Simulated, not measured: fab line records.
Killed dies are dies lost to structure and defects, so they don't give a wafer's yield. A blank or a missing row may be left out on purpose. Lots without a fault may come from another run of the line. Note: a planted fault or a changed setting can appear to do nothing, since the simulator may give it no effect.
fab line records	flow nandHarc	part 1 of 2: steps 1 to 34 of 49
record lots=5	wafers=15	lastDay=30
route steps=1302 shown P_ZERO_WELL@34 P_STI@69
lots that met no fault: from a run of the same line without faults
startH: hours from the record's first day to the start of the lot's first wafer shown	waitH: hours elapsed since this lot's preceding step	" unchanged from the row above	L1.1+2: a single row standing in for several wafers	- value missing, or start not given	* or withheld: withheld	< > ~ a bound
route shown NAME@n: a module of which the file shows steps, and the number in the route of the first	usual: the fault-free wafers' mean and standard deviation	same: alike in all rows	chamber/n: place in a boat	sites: per-site readings	_std_site: standard deviation across them	_edge_site: mean of outer sites minus mean of inner sites	radiusMm: for every site, how far away it sits from the centre of the wafer	mask NAME#n: copy n	behind: the tool/chamber that last shaped the wafer	hold: why the lot went on hold/how many hours it stayed there/how the hold came to an end	device: which transistor (n, p or np) failed to switch	end of line: the same wafers' tests at the end of the route	where a step has no rows: the recipe by itself	killed: at the first sort, the dies lost to defects and structure; wafer yield is something else	map: dies across one wafer; x = killed, . = not, _ = none there
set.NAME: the setting the step ran with; set.NAME@STEP: the setting that earlier step ran with	model.NAME: the simulator's own value behind a step, which no gauge read
a table for each step, a row for each wafer; lots at some steps of the route
services: from which hour (startH, from the record's first day; less than 0 if before it) a tool's chamber was out of use, for how many hours, and why
## steps
# step NHARC_P_ZERO_WELL_IMPLANT_58
# recipe energyKev=100	doseCm2=2e+12	tiltDeg=7
# usual tiltDeg=7.001/0.018
lot.wafer	tool	chamber	startH	waitH	tiltDeg
L081.1	implanter-01	0	93.30	0.1	6.969
L081.5	"	0	"	"	6.975
L081.6	"	0	"	"	7.016
L082.2	implanter-01	0	103.04	0.2	6.999
L082.4	"	0	"	"	7.011
L082.6	"	0	"	"	6.992
L085.1	implanter-02	0	133.26	0.1	7.016
L085.3	"	0	"	"	6.985
L085.6	"	0	"	"	7.000
L089.2	implanter-01	0	173.69	0.1	6.993
L089.3	"	0	"	"	6.995
L089.4	"	0	"	"	6.975
L091.1	implanter-01	0	193.14	0.2	7.000
L091.3	"	0	"	"	6.999
L091.6	"	0	"	"	6.984
# step NHARC_P_ZERO_WELL_STRIP_28
# recipe timeS=840	tempC=130	chemistry=SPM
lot.wafer	tool	chamber	startH	waitH
L081.1+5+6	wetBench-07	5,7,0	93.53	0.2
L082.4+6+2	wetBench-07	0,1,2	103.24	0.1
L085.6+1+3	wetBench-04	6,7,1	133.47	0.0
L089.2+3+4	wetBench-07	3,6,0	173.87	0.2
L091.6+1+3	wetBench-07	1,2,5	193.35	0.0
# step NHARC_P_ZERO_WELL_DEHYDRATE_29
# recipe tempC=150	timeS=120
lot.wafer	tool	chamber	startH	waitH
L081.1+5+6	lithoTrack-05	0	93.85	-
L082.2+4+6	lithoTrack-05	0	103.56	-
L085.1+3+6	lithoTrack-05	0	133.80	-
L089.2+3+4	lithoTrack-07	0	174.20	-
L091.1+3+6	lithoTrack-07	0	193.68	-
# step NHARC_P_ZERO_WELL_HMDS_30
# recipe timeS=30
lot.wafer	tool	chamber	startH	waitH
L081.1+5+6	lithoTrack-05	0	-	-
L082.2+4+6	lithoTrack-05	0	-	-
L085.1+3+6	lithoTrack-05	0	-	-
L089.2+3+4	lithoTrack-07	0	-	-
L091.1+3+6	lithoTrack-07	0	-	-
# step NHARC_P_ZERO_WELL_COAT_31
# recipe spinRpm=withheld
lot.wafer	tool	chamber	startH	waitH
L081.1+5+6	lithoTrack-05	0	-	-
L082.2+4+6	lithoTrack-05	0	-	-
L085.1+3+6	lithoTrack-05	0	-	-
L089.2+3+4	lithoTrack-07	0	-	-
L091.1+3+6	lithoTrack-07	0	-	-
# step NHARC_P_ZERO_WELL_SOFTBAKE_32
# recipe tempC=122	timeS=95
lot.wafer	tool	chamber	startH	waitH
L081.1+5+6	lithoTrack-05	0	-	-
L082.2+4+6	lithoTrack-05	0	-	-
L085.1+3+6	lithoTrack-05	0	-	-
L089.2+3+4	lithoTrack-07	0	-	-
L091.1+3+6	lithoTrack-07	0	-	-
# step NHARC_P_ZERO_WELL_EBR_33
lot.wafer	tool	chamber	startH	waitH
L081.1+5+6	lithoTrack-05	0	-	-
L082.2+4+6	lithoTrack-05	0	-	-
L085.1+3+6	lithoTrack-05	0	-	-
L089.2+3+4	lithoTrack-07	0	-	-
L091.1+3+6	lithoTrack-07	0	-	-
# step NHARC_P_ZERO_WELL_EXPOSE_34
# recipe na=0.6	targetCdNm=720	doseMj=22.31	maskId=P_PWELL
# usual reticleTempC=23.00/0.11
lot.wafer	tool	chamber	startH	waitH	mask	reticleTempC
L081.1	krfScanner-03	0	94.11	-	P_PWELL#0	23.02
L081.5	"	0	"	"	P_PWELL#0	22.91
L081.6	"	0	"	"	P_PWELL#0	23.01
L082.2	krfScanner-03	0	103.71	-	P_PWELL#0	23.09
L082.4	"	0	"	"	P_PWELL#0	22.91
L082.6	"	0	"	"	P_PWELL#0	23.13
L085.1	krfScanner-03	0	134.07	-	P_PWELL#0	23.01
L085.3	"	0	"	"	P_PWELL#0	22.95
L085.6	"	0	"	"	P_PWELL#0	23.12
L089.2	krfScanner-01	0	174.48	-	P_PWELL#0	23.02
L089.3	"	0	"	"	P_PWELL#0	23.02
L089.4	"	0	"	"	P_PWELL#0	22.89
L091.1	krfScanner-04	0	193.95	-	P_PWELL#0	22.96
L091.3	"	0	"	"	P_PWELL#0	23.29
L091.6	"	0	"	"	P_PWELL#0	23.15
# step NHARC_P_ZERO_WELL_PEB_35
# recipe pebTempC=118	pebTimeS=85
lot.wafer	tool	chamber	startH	waitH
L081.1+5+6	lithoTrack-05	0	94.18	0.1
L082.2+4+6	lithoTrack-02	0	103.77	0.1
L085.1+3+6	lithoTrack-05	0	134.14	0.1
L089.2+3+4	lithoTrack-07	0	174.54	0.1
L091.1+3+6	lithoTrack-02	0	194.02	0.1
# step NHARC_P_ZERO_WELL_DEVELOP_36
# recipe timeS=70
lot.wafer	tool	chamber	startH	waitH
L081.1+5+6	lithoTrack-05	0	-	-
L082.2+4+6	lithoTrack-02	0	-	-
L085.1+3+6	lithoTrack-05	0	-	-
L089.2+3+4	lithoTrack-07	0	-	-
L091.1+3+6	lithoTrack-02	0	-	-
# step NHARC_P_ZERO_WELL_CD_MEAS_37
# recipe targetCdNm=720	landingEnergyEv=500
# usual cdNm=720.0/1.6
lot.wafer	tool	chamber	startH	waitH	cdNm
L081.1	cdSem-03	0	94.27	-	718.5
L081.5	"	0	"	"	720.8
L081.6	"	0	"	"	719.9
L082.2	cdSem-03	0	103.86	-	720.4
L082.4	"	0	"	"	721.3
L082.6	"	0	"	"	721.0
L085.1	cdSem-03	0	134.23	-	718.2
L085.3	"	0	"	"	716.9
L085.6	"	0	"	"	718.1
L089.2	cdSem-01	0	174.64	-	719.5
L089.3	"	0	"	"	719.9
L089.4	"	0	"	"	719.3
L091.1	cdSem-01	0	194.11	-	720.7
L091.3	"	0	"	"	722.1
L091.6	"	0	"	"	721.9
# step NHARC_P_ZERO_WELL_HARDBAKE_38
# recipe tempC=125	timeS=80
lot.wafer	tool	chamber	startH	waitH
L081.1+5+6	lithoTrack-02	0	94.35	-
L082.2+4+6	lithoTrack-07	0	103.94	-
L085.1+3+6	lithoTrack-05	0	134.31	-
L089.2+3+4	lithoTrack-05	0	174.72	-
L091.1+3+6	lithoTrack-07	0	194.19	-
# step NHARC_P_ZERO_WELL_DESCUM_39
# recipe timeS=3	o2FlowSccm=200	arFlowSccm=0	biasPowerW=0	chemistry=O2
# usual drypumpMotorCurrentA=5.7/0.46	mfcArSccm=0.015/0.015	oesProductAu=1.001/0.0079	rfVppV=57.5/0.93	showerheadPlenumPTorr=1.88/0.085	throttleValvePct=11.312/0.01
lot.wafer	tool	chamber	startH	waitH	drypumpMotorCurrentA	mfcArSccm	oesProductAu	rfHoursCounterH	rfVppV	showerheadPlenumPTorr	throttleValvePct
L081.1	rieDiel-08	1	94.47	-	5.8	0	1.007	22	57.5	1.81	11.327
L081.5	"	2	"	"	6.3	0.021	1.016	-	57.6	1.95	11.308
L081.6	"	3	"	"	5.9	0.040	1.003	-	58.2	1.83	11.322
L082.4	rieDiel-11	2	104.05	-	6.4	0.011	0.995	10	55.6	1.80	11.304
L082.2	"	3	"	"	5.4	0.015	1.007	6	57.5	1.83	11.315
L082.6	"	0	"	"	5.5	0	0.999	-	56.8	1.91	11.318
L085.1	rieDiel-08	1	134.40	-	5.7	0	0.994	35	56.3	1.81	11.307
L085.3	"	3	"	"	5.9	0.040	0.997	38	55.5	1.83	11.309
L085.6	"	3	"	"	5.9	0.040	0.999	-	56.3	1.83	11.312
L089.4	rieDiel-12	0	174.79	-	5.7	0.030	1.005	15	58.0	2.01	11.301
L089.2	"	1	"	"	5.4	0.015	1.007	18	59.4	1.78	11.332
L089.3	"	2	"	"	6.3	0	1.000	18	57.4	1.84	11.311
L091.3	rieDiel-11	3	194.27	-	5.3	0.015	1.012	36	58.3	1.82	11.320
L091.1	"	2	"	"	6.4	0.011	0.989	41	55.6	1.79	11.314
L091.6	"	3	"	"	5.4	0.015	1.010	-	58.3	1.82	11.308
# step NHARC_P_ZERO_WELL_IMPLANT_40
# recipe energyKev=300	doseCm2=1e+13	tiltDeg=7
# usual tiltDeg=6.999/0.021
lot.wafer	tool	chamber	startH	waitH	tiltDeg
L081.1	implanter-02	0	94.58	0.1	6.978
L081.5	"	0	"	"	7.017
L081.6	"	0	"	"	7.026
L082.2	implanter-02	0	104.20	0.1	7.005
L082.4	"	0	"	"	7.009
L082.6	"	0	"	"	6.984
L085.1	implanter-01	0	134.57	0.2	7.011
L085.3	"	0	"	"	6.983
L085.6	"	0	"	"	7.006
L089.2	implanter-02	0	174.97	0.2	6.979
L089.3	"	0	"	"	6.967
L089.4	"	0	"	"	7.009
L091.1	implanter-01	0	194.41	0.1	6.993
L091.3	"	0	"	"	6.964
L091.6	"	0	"	"	6.990
# step NHARC_P_ZERO_WELL_IMPLANT_59
# recipe energyKev=120	doseCm2=5e+12	tiltDeg=7
# usual tiltDeg=7.000/0.02
lot.wafer	tool	chamber	startH	waitH	tiltDeg
L081.1	implanter-02	0	94.76	0.2	6.981
L081.5	"	0	"	"	6.991
L081.6	"	0	"	"	6.987
L082.2	implanter-02	0	104.38	0.2	6.988
L082.4	"	0	"	"	6.996
L082.6	"	0	"	"	7.011
L085.1	implanter-01	0	134.75	0.1	7.015
L085.3	"	0	"	"	6.980
L085.6	"	0	"	"	6.993
L089.2	implanter-02	0	175.15	0.2	7.010
L089.3	"	0	"	"	7.004
L089.4	"	0	"	"	6.984
L091.1	implanter-01	0	194.59	0.2	7.016
L091.3	"	0	"	"	6.993
L091.6	"	0	"	"	6.986
# step NHARC_P_ZERO_WELL_IMPLANT_60
# recipe energyKev=30	doseCm2=2e+12	tiltDeg=7
# usual tiltDeg=7.000/0.019
lot.wafer	tool	chamber	startH	waitH	tiltDeg
L081.1	implanter-02	0	94.94	0.2	7.006
L081.5	"	0	"	"	6.981
L081.6	"	0	"	"	6.958
L082.2	implanter-02	0	104.56	0.2	7.016
L082.4	"	0	"	"	6.987
L082.6	"	0	"	"	6.963
L085.1	implanter-01	0	134.93	0.2	7.032
L085.3	"	0	"	"	7.000
L085.6	"	0	"	"	7.010
L089.2	implanter-02	0	175.33	0.2	7.001
L089.3	"	0	"	"	7.038
L089.4	"	0	"	"	7.036
L091.1	implanter-01	0	194.78	0.2	6.985
L091.3	"	0	"	"	7.013
L091.6	"	0	"	"	6.971
# step NHARC_P_ZERO_WELL_STRIP_41
# recipe timeS=840	tempC=130	chemistry=SPM
lot.wafer	tool	chamber	startH	waitH
L081.5+6+1	wetBench-04	4,6,1	95.15	0.1
L082.4+6+2	wetBench-07	5,0,1	104.75	0.1
L085.6+1+3	wetBench-07	4,5,6	135.17	0.1
L089.4+3+2	wetBench-07	6,7,3	175.51	0.1
L091.1+6+3	wetBench-07	4,5,1	194.99	0.2
# step NHARC_P_ZERO_WELL_DEHYDRATE_44
# recipe tempC=150	timeS=120
lot.wafer	tool	chamber	startH	waitH
L081.1+5+6	lithoTrack-02	0	95.48	-
L082.2+4+6	lithoTrack-02	0	105.08	-
L085.1+3+6	lithoTrack-07	0	135.48	-
L089.2+3+4	lithoTrack-05	0	175.85	-
L091.1+3+6	lithoTrack-07	0	195.32	-
# step NHARC_P_ZERO_WELL_HMDS_45
# recipe timeS=30
lot.wafer	tool	chamber	startH	waitH
L081.1+5+6	lithoTrack-02	0	-	-
L082.2+4+6	lithoTrack-02	0	-	-
L085.1+3+6	lithoTrack-07	0	-	-
L089.2+3+4	lithoTrack-05	0	-	-
L091.1+3+6	lithoTrack-07	0	-	-
# step NHARC_P_ZERO_WELL_COAT_46
# recipe spinRpm=withheld
lot.wafer	tool	chamber	startH	waitH
L081.1+5+6	lithoTrack-02	0	-	-
L082.2+4+6	lithoTrack-02	0	-	-
L085.1+3+6	lithoTrack-07	0	-	-
L089.2+3+4	lithoTrack-05	0	-	-
L091.1+3+6	lithoTrack-07	0	-	-
# step NHARC_P_ZERO_WELL_SOFTBAKE_47
# recipe tempC=122	timeS=95
lot.wafer	tool	chamber	startH	waitH
L081.1+5+6	lithoTrack-02	0	-	-
L082.2+4+6	lithoTrack-02	0	-	-
L085.1+3+6	lithoTrack-07	0	-	-
L089.2+3+4	lithoTrack-05	0	-	-
L091.1+3+6	lithoTrack-07	0	-	-
# step NHARC_P_ZERO_WELL_EBR_48
lot.wafer	tool	chamber	startH	waitH
L081.1+5+6	lithoTrack-02	0	-	-
L082.2+4+6	lithoTrack-02	0	-	-
L085.1+3+6	lithoTrack-07	0	-	-
L089.2+3+4	lithoTrack-05	0	-	-
L091.1+3+6	lithoTrack-07	0	-	-
# step NHARC_P_ZERO_WELL_EXPOSE_49
# recipe na=0.6	targetCdNm=2000	doseMj=22.64	maskId=P_HVPW
# usual reticleTempC=22.98/0.12
lot.wafer	tool	chamber	startH	waitH	mask	reticleTempC
L081.1	krfScanner-04	0	95.75	-	P_HVPW#0	22.80
L081.5	"	0	"	"	P_HVPW#0	22.75
L081.6	"	0	"	"	P_HVPW#0	22.91
L082.2	krfScanner-03	0	105.36	-	P_HVPW#0	23.22
L082.4	"	0	"	"	P_HVPW#0	23.10
L082.6	"	0	"	"	P_HVPW#0	23.15
L085.1	krfScanner-03	0	135.63	-	P_HVPW#0	22.97
L085.3	"	0	"	"	P_HVPW#0	23.09
L085.6	"	0	"	"	P_HVPW#0	23.04
L089.2	krfScanner-03	0	176.12	-	P_HVPW#0	22.92
L089.3	"	0	"	"	P_HVPW#0	22.97
L089.4	"	0	"	"	P_HVPW#0	23.00
L091.1	krfScanner-04	0	195.59	-	P_HVPW#0	22.70
L091.3	"	0	"	"	P_HVPW#0	22.80
L091.6	"	0	"	"	P_HVPW#0	22.78
# step NHARC_P_ZERO_WELL_PEB_50
# recipe pebTempC=118	pebTimeS=85
lot.wafer	tool	chamber	startH	waitH
L081.1+5+6	lithoTrack-07	0	95.82	0.1
L082.2+4+6	lithoTrack-07	0	105.42	0.1
L085.1+3+6	lithoTrack-07	0	135.70	0.1
L089.2+3+4	lithoTrack-02	0	176.18	0.1
L091.1+3+6	lithoTrack-07	0	195.66	0.1
# step NHARC_P_ZERO_WELL_DEVELOP_51
# recipe timeS=70
lot.wafer	tool	chamber	startH	waitH
L081.1+5+6	lithoTrack-07	0	-	-
L082.2+4+6	lithoTrack-07	0	-	-
L085.1+3+6	lithoTrack-07	0	-	-
L089.2+3+4	lithoTrack-02	0	-	-
L091.1+3+6	lithoTrack-07	0	-	-
# step NHARC_P_ZERO_WELL_CD_MEAS_52
# recipe targetCdNm=2000	landingEnergyEv=500
# usual cdNm=2000.1/1.2
lot.wafer	tool	chamber	startH	waitH	cdNm
L081.1	cdSem-03	0	95.91	-	2000.3
L081.5	"	0	"	"	1999.0
L081.6	"	0	"	"	1998.4
L082.2	cdSem-01	0	105.51	-	1999.2
L082.4	"	0	"	"	2000.8
L082.6	"	0	"	"	2000.2
L085.1	cdSem-03	0	135.79	-	2001.0
L085.3	"	0	"	"	1998.7
L085.6	"	0	"	"	2000.0
L089.2	cdSem-01	0	176.28	-	2000.4
L089.3	"	0	"	"	1999.6
L089.4	"	0	"	"	1998.1
L091.1	cdSem-02	0	195.75	-	1999.1
L091.3	"	0	"	"	1999.2
L091.6	"	0	"	"	1998.3
# step NHARC_P_ZERO_WELL_HARDBAKE_53
# recipe tempC=125	timeS=80
lot.wafer	tool	chamber	startH	waitH
L081.1+5+6	lithoTrack-05	0	95.99	-
L082.2+4+6	lithoTrack-02	0	105.59	-
L085.1+3+6	lithoTrack-05	0	135.87	-
L089.2+3+4	lithoTrack-05	0	176.36	-
L091.1+3+6	lithoTrack-05	0	195.83	-
# step NHARC_P_ZERO_WELL_DESCUM_54
# recipe timeS=3	o2FlowSccm=200	arFlowSccm=0	biasPowerW=0	chemistry=O2
# usual drypumpMotorCurrentA=5.7/0.47	mfcArSccm=0.014/0.015	oesProductAu=1.004/0.0072	rfVppV=57.7/0.88	showerheadPlenumPTorr=1.87/0.085	throttleValvePct=11.311/0.0087
lot.wafer	tool	chamber	startH	waitH	drypumpMotorCurrentA	mfcArSccm	oesProductAu	rfHoursCounterH	rfVppV	showerheadPlenumPTorr	throttleValvePct
L081.1	rieDiel-11	3	96.09	-	5.4	0.015	1.007	2	57.7	1.83	11.312
L081.5	"	2	"	"	6.4	0.011	0.986	-	57.2	1.80	11.311
L081.6	"	3	"	"	5.4	0.015	0.998	-	57.0	1.83	11.296
L082.2	rieDiel-08	3	105.67	-	5.9	0.040	1.010	30	58.3	1.83	11.315
L082.4	"	1	"	"	5.7	0	1.007	26	57.0	1.81	11.319
L082.6	"	3	"	"	5.9	0.040	1.016	-	58.6	1.83	11.300
L085.1	rieDiel-12	2	137.31	-	6.3	0	1.005	7	56.0	1.84	11.293
L085.3	"	3	"	"	6.2	0	0.996	5	57.3	1.90	11.313
L085.6	"	0	"	"	5.7	0.030	1.007	-	59.4	2.02	11.307
L089.4	rieDiel-12	1	176.44	-	5.4	0.015	1.007	18	57.3	1.78	11.308
L089.3	"	3	"	"	6.2	0	0.999	16	55.8	1.89	11.314
L089.2	"	0	"	"	5.7	0.030	1.003	15	58.0	2.01	11.313
L091.3	rieDiel-12	2	195.91	-	6.3	0	1.006	23	58.2	1.84	11.325
L091.1	"	0	"	"	5.7	0.030	1.010	20	59.3	2.01	11.298
L091.6	"	2	"	"	6.3	0	0.997	-	56.9	1.84	11.314
# step NHARC_P_ZERO_WELL_IMPLANT_55
# recipe energyKev=180	doseCm2=8e+11	tiltDeg=7
# usual tiltDeg=7.000/0.02
lot.wafer	tool	chamber	startH	waitH	tiltDeg
L081.1	implanter-01	0	96.23	0.1	6.965
L081.5	"	0	"	"	7.001
L081.6	"	0	"	"	7.013
L082.2	implanter-01	0	105.85	0.2	6.964
L082.4	"	0	"	"	6.983
L082.6	"	0	"	"	7.002
L085.1	implanter-02	0	137.43	0.1	7.012
L085.3	"	0	"	"	6.986
L085.6	"	0	"	"	6.994
L089.2	implanter-01	0	176.62	0.1	6.991
L089.3	"	0	"	"	6.989
L089.4	"	0	"	"	6.975
L091.1	implanter-01	0	196.05	0.1	6.982
L091.3	"	0	"	"	6.978
L091.6	"	0	"	"	6.976
# step NHARC_P_ZERO_WELL_IMPLANT_61
# recipe energyKev=30	doseCm2=5e+11	tiltDeg=7
# usual tiltDeg=7.001/0.019
lot.wafer	tool	chamber	startH	waitH	tiltDeg
L081.1	implanter-01	0	96.41	0.1	7.001
L081.5	"	0	"	"	7.008
L081.6	"	0	"	"	6.985
L082.2	implanter-01	0	106.03	0.1	7.029
L082.4	"	0	"	"	6.995
L082.6	"	0	"	"	6.991
L085.1	implanter-02	0	137.61	0.1	7.007
L085.3	"	0	"	"	7.023
L085.6	"	0	"	"	7.008
L089.2	implanter-01	0	176.80	0.1	7.002
L089.3	"	0	"	"	7.013
L089.4	"	0	"	"	7.009
L091.1	implanter-01	0	196.23	0.1	7.020
L091.3	"	0	"	"	7.000
L091.6	"	0	"	"	7.010
# step NHARC_P_ZERO_WELL_STRIP_56
# recipe timeS=840	tempC=130	chemistry=SPM
lot.wafer	tool	chamber	startH	waitH
L081.1+5+6	wetBench-05	1,2,5	96.63	0.2
L082.6+2+4	wetBench-05	7,0,3	106.21	0.0
L085.3+1+6	wetBench-05	1,2,3	137.85	0.1
L089.4+2+3	wetBench-04	4,6,7	176.99	0.1
L091.1+6+3	wetBench-04	5,6,7	196.47	0.2
# step NHARC_P_ZERO_WELL_PRECLEAN_68
# recipe timeS=60	tempC=50	bathAgeMin=0	chemistry=SC1
lot.wafer	tool	chamber	startH	waitH
L081.1+5+6	wetBench-05	1,2,5	-	-
L082.6+2+4	wetBench-05	7,0,3	-	-
L085.3+1+6	wetBench-05	1,2,3	-	-
L089.4+2+3	wetBench-04	4,6,7	-	-
L091.1+6+3	wetBench-04	5,6,7	-	-
# step NHARC_P_ZERO_WELL_SRD_69
lot.wafer	tool	chamber	startH	waitH
L081.1+5+6	wetBench-05	1,2,5	-	-
L082.6+2+4	wetBench-05	7,0,3	-	-
L085.3+1+6	wetBench-05	1,2,3	-	-
L089.4+2+3	wetBench-04	4,6,7	-	-
L091.1+6+3	wetBench-04	5,6,7	-	-
# step NHARC_P_ZERO_WELL_RTA_42
# recipe tempC=1100	timeS=300
# usual lampPowerPct=32.7/2.9	wafer_temp_C_max=1104.1/1.2
lot.wafer	tool	chamber	startH	waitH	lampPowerPct	wafer_temp_C_max
L081.1	rtpAnneal-02	0	97.06	-	29.9	1104.6
L081.5	"	0	"	"	29.9	1104.8
L081.6	"	0	"	"	30.0	1106.1
L082.2	rtpAnneal-02	0	106.76	-	29.9	1104.4
L082.4	"	0	"	"	29.9	1107.2
L082.6	"	0	"	"	30.0	1105.2
L085.1	rtpAnneal-01	0	138.26	-	35.8	1102.4
L085.3	"	0	"	"	35.9	1102.0
L085.6	"	0	"	"	35.9	1103.5
L089.2	rtpAnneal-02	0	177.52	-	30.1	1105.2
L089.3	"	0	"	"	30.0	1107.7
L089.4	"	0	"	"	30.0	1105.4
L091.1	rtpAnneal-01	0	196.88	-	35.7	1103.3
L091.3	"	0	"	"	35.8	1102.5
L091.6	"	0	"	"	35.9	1104.9
